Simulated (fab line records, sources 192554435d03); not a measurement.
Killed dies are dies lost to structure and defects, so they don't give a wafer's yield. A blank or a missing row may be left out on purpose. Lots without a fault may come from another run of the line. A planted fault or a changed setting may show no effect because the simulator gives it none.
Split-lot experiment | flow n5_finfet | 7 lots, 21 wafers read, on a route of 1938 steps

THE SPLIT
At N5_BEOL_M12_COAT_04 (resist thk 400 nm), the setting spin_rpm was moved away from the recipe's 1625 rpm on 7 of the 21 wafers read, by -8.2% to +9.1%. The other wafers ran this setting at the recipe's value.

FROM THE SPLIT TO THE READING: what the file shows between them, 1 step
- N5_BEOL_M12_DESCUM_15: chemistry O2, time 7.9 s (also split here: time_s)

THE READING
coat_of_BEOL_M12_COAT_04.thk_nm (the simulator's own value, which no gauge read), in nm, at N5_BEOL_M12_ETCH_59 (etches BARC in N2/H2, target depth 89 nm, overetch 26.7 nm, time 67.9 s). The file gives no usual value for it. The 14 wafers here that ran the recipe average 318.8 nm, standard deviation 2.4 nm.

wafer  | tool, chamber at the split | spin_rpm as run, rpm | against the recipe | coat_of_BEOL_M12_COAT_04.thk_nm, nm | against lot-mates on the recipe
L077.2 | litho_track-02, 0          | 1625                 | recipe             | 316.8                               | -
L077.3 | litho_track-02, 0          | 1492                 | -8.2%              | 338                                 | +19.5
L077.5 | litho_track-02, 0          | 1625                 | recipe             | 320.2                               | -
L078.2 | litho_track-02, 0          | 1542                 | -5.1%              | 329.4                               | +6.8
L078.3 | litho_track-02, 0          | 1625                 | recipe             | 322.6                               | -
L078.5 | litho_track-02, 0          | 1542                 | -5.1%              | 326                                 | +3.4
L080.2 | litho_track-04, 0          | 1773                 | +9.1%              | 299.2                               | -18.0
L080.3 | litho_track-04, 0          | 1773                 | +9.1%              | 305.4                               | -11.8
L080.4 | litho_track-04, 0          | 1625                 | recipe             | 317.2                               | -
L079.3 | litho_track-04, 0          | 1625                 | recipe             | 320.6                               | -
L079.4 | litho_track-04, 0          | 1625                 | recipe             | 321.2                               | -
L079.6 | litho_track-04, 0          | 1625                 | recipe             | 320.4                               | -
L086.1 | litho_track-02, 0          | 1722                 | +6.0%              | 305.8                               | -9.9
L086.2 | litho_track-02, 0          | 1625                 | recipe             | 316.4                               | -
L086.3 | litho_track-02, 0          | 1625                 | recipe             | 315                                 | -
L090.3 | litho_track-02, 0          | 1625                 | recipe             | 320.8                               | -
L090.5 | litho_track-02, 0          | 1727                 | +6.3%              | 309                                 | -9.2
L090.6 | litho_track-02, 0          | 1625                 | recipe             | 315.6                               | -
L091.1 | litho_track-04, 0          | 1625                 | recipe             | 318.6                               | -
L091.4 | litho_track-04, 0          | 1625                 | recipe             | 316.2                               | -
L091.6 | litho_track-04, 0          | 1625                 | recipe             | 321.4                               | -

THE FIT
A straight line over all 21 wafers: coat_of_BEOL_M12_COAT_04.thk_nm changes by -1.92 nm for each +1% of spin_rpm; r = -0.95; the points scatter about the line by 2.6 nm.
The same after taking each lot's own level away (the mean of its wafers on the recipe; 21 wafers): -1.67 nm for each +1%; r = -0.94; scatter 2.5 nm.
On that fit, the largest move of spin_rpm shifts the reading by 15 nm.
The lots' own levels span 315.70 to 322.60 nm, that is 2.8 times the standard deviation above.
So the lot-to-lot level changes the slope: the two fits differ.
Check: with one of the wafers moved furthest among these (+9.1%) left out of the fit, the line predicts -14.2 nm for it against its lot-mates. It came out at -18 nm against them.

OTHER SPLITS ON THESE WAFERS
These wafers also went through other splits before the reading. Each is held against what the fit with the lots' levels taken away leaves over:
other split on the same wafers | wafers away from the commonest value | r with coat_of_BEOL_M12_COAT_04.thk_nm (lot level and that fit taken away)
N5_BEOL_M11_ETCH_62 time_s     | 3                                    | +0.14
N5_BEOL_M12_DESCUM_15 time_s   | 5                                    | +0.22

THE WHOLE CHAIN: every reading that the file lists as answering this split, in the file's order
step                | what it does                                                            | reading                                                                          | change (the file's fit)              | r (the file's)
N5_BEOL_M12_COAT_04 | resist thk 400 nm                                                       | coat_of_BEOL_M12_COAT_04.thk_nm (the simulator's own value, which no gauge read) | -1.97 nm for each +1% of the setting | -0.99
N5_BEOL_M12_ETCH_59 | etches BARC in N2/H2, target depth 89 nm, overetch 26.7 nm, time 67.9 s | coat_of_BEOL_M12_COAT_04.thk_nm (the simulator's own value, which no gauge read) | -1.75 nm for each +1% of the setting | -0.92

THE FILE'S OWN FIT
coat_of_BEOL_M12_COAT_04.thk_nm changes by -1.75 nm for each +1% of spin_rpm, r = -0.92.
